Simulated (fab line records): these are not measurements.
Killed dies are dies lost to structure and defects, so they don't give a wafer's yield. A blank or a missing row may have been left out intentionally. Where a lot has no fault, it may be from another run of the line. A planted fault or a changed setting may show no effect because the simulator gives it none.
2 desks, one fault | flow nand_harc | each desk holds nothing but its own numbers, with what lay behind them at the end

## AT THE METROLOGY DESK
Lot by lot, what the gauges showed, no matter which tool ran the lot: averages of those sampled wafers that carry a number. The brackets show how far a lot's mean lies from the usual mean; more than 4 standard deviations puts the lot out of limits, marked OUT.
Columns: A = thk_nm at NHARC_P_M1_THK_MEAS_24, usual 157.9 nm; B = cd_nm at NHARC_P_M2_CD_MEAS_09, usual 170.1 nm
lot  | first seen here | A     | B
L975 | day 6 16:12     | 156.2 | 169.8
L977 | day 7 04:36     | 157.2 | 170.0
L979 | day 7 20:51     | 157.2 | 168.9
L986 | day 11 00:28    | 158.5 | 179.6 (+11) OUT
L987 | day 11 05:11    | 158.8 | 171.3
L988 | day 11 14:33    | 157.9 | 178.7 (+10) OUT
L990 | day 12 08:17    | 156.5 | 169.0
L989 | day 12 09:26    | 160.8 | 176.8 (+7.8) OUT
L991 | day 13 04:34    | 157.4 | 170.3
L992 | day 13 11:42    | 157.8 | 175.5 (+6.4) OUT
L996 | day 15 00:19    | 156.9 | 170.5
L998 | day 16 05:40    | 158.5 | 170.6
Finding of this desk: L986, L988, L989, L992 out of limits; the first was L986 at day 11 01:54, on cd_nm at NHARC_P_M2_CD_MEAS_09. L975, L977, L979, L987, L990, L991, L996, L998 stayed within limits.

## TOOL OWNER'S DESK, arfi_scanner-02
The tool's own readings at NHARC_P_M2_EXPOSE_06 (exposes mask P M2, target cd 170 nm): means of the sampled wafers that have a number, for each lot that ran on this tool. The brackets show how far a lot's mean lies from the usual mean; more than 4 standard deviations puts the lot out of limits, marked OUT.
Columns: A = exposure_dose_mJ_cm2 at NHARC_P_M2_EXPOSE_06, usual 80.69
lot  | first seen here | A
L975 | day 6 17:28     | 80.68
L977 | day 7 06:01     | 80.66
L979 | day 7 22:19     | 80.55
L986 | day 11 01:46    | 96.53 (+99 or more) OUT
L988 | day 11 15:58    | 93.37 (+99 or more) OUT
L989 | day 12 10:50    | 90.77 (+99 or more) OUT
L992 | day 13 13:07    | 88.76 (+81) OUT
Finding of this desk: L986, L988, L989, L992 out of limits; the first was L986 at day 11 01:46, on exposure_dose_mJ_cm2 at NHARC_P_M2_EXPOSE_06. L975, L977, L979 stayed within limits.

## TAKEN TOGETHER
An alarm could have come from the tool owner's desk at day 11 01:46, on L986, L988, L989, L992.
The metrology desk could have raised an alarm at day 11 01:54, on L986, L988, L989, L992.
The lots listed all ran NHARC_P_M2_EXPOSE_06 on arfi_scanner-02.

## WHAT THE SIMULATOR HAD PUT IN
Process parameters drifting: arfi_scanner-02 at NHARC_P_M2_EXPOSE_06, beginning at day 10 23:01. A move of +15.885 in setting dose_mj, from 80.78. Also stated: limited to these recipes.
Lots struck among those shown: L986, L988, L989, L992.
Time in hours from fault onset to the first out-of-limits reading at each desk: tool owner's desk 3, metrology desk 3.
